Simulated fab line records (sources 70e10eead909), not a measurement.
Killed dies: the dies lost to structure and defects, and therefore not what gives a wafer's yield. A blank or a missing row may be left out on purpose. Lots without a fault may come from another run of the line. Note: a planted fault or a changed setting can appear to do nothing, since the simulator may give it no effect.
Problem report in the 8D (eight disciplines) form, filled by code    flow nand harc    the parts of the form that need people (team, actions taken, sign-off) are left out

1. PROBLEM STATEMENT
run length s at NHARC_P_CONTACT_ETCH_18 reads a mean of 203.5 s on 6 wafers of 3 lots; wafers without a fault read 261.7 s with a standard deviation of 0.38. So: -99 or more standard deviations from the usual mean.
The step: etches the open film in C4F8/O2/Ar, target depth 481 nm, time 240.5 s.
Seen first at day 8 21:27 on rie diel-06, wafer L184.1. The record has a number at this step for 42 wafers belonging to 15 lots. By rule, "out" or "out of limits" means more than 4 standard deviations away from the usual mean. Any other wafer with a number is counted as sound.

2. WHAT IT IS, WHAT IT ISN'T
question                     is                      is not
which readings at this step  run length s            oes product au, rf vpp V
which lots                   L184, L185, L188        L177, L178, L179, L181, L183, L193, L194, L196, L197, L198, L199, L200
which wafers of those lots   all that have a number  -
read on which tools          rie diel-06             rie diel-01, rie diel-11
when                         from day 8 21:27        up to then (15 sound wafers); but 21 sound wafers of L193, L194, L196, L197, L198, L199, L200 came after

3. THE SUSPECTS, EACH WITH WHAT RULES IT OUT
Counting: a tool stays on the suspect list if, at a process step up to the reading, it processed all lots that are out and no sound lot following the first of them.
- rie diel-06 at NHARC_P_CONTACT_DESCUM_17 (chemistry O2, time 3 s): ruled out as a lasting fault. After its first lot that is out, L184 (day 8 20:53), sound lots L198, L200 ran on it.
- rie diel-06 at NHARC_P_CONTACT_ETCH_18 (etches the open film in C4F8/O2/Ar, target depth 481 nm, time 240.5 s): ruled out as a lasting fault. After its first lot that is out, L184 (day 8 21:27), sound lots L198, L200 ran on it.
Left after counting: nothing in the record.

4. THE CAUSE (what the simulator had put in)
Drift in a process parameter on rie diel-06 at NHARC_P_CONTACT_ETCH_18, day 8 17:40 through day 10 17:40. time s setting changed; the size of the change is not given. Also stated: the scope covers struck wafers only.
Counting ruled it out, wrongly.

5. THE EFFECT CHAIN, in route order
Each row: a reading where the mean over the struck wafers with a number is more than 3 standard deviations away from the usual. Only readings for which the record gives a usual standard deviation are gone through. hours: the time from each lot's start at the first step in this table that gives one to its start at this step, as a median over the lots. sigmas: the change in usual standard deviations.
hours  step                     reading       usual    on struck wafers  change  sigmas
0      NHARC_P_CONTACT_ETCH_18  run length s  261.7 s  203.5             -58.2   -99 or more
The process steps in it:
- NHARC_P_CONTACT_ETCH_18: etches the open film in C4F8/O2/Ar, target depth 481 nm, time 240.5 s.

6. WHAT WOULD HAVE CAUGHT IT SOONER
First out-of-limits reading in this record: day 8 21:27, which is 4 hours after fault onset at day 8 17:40.
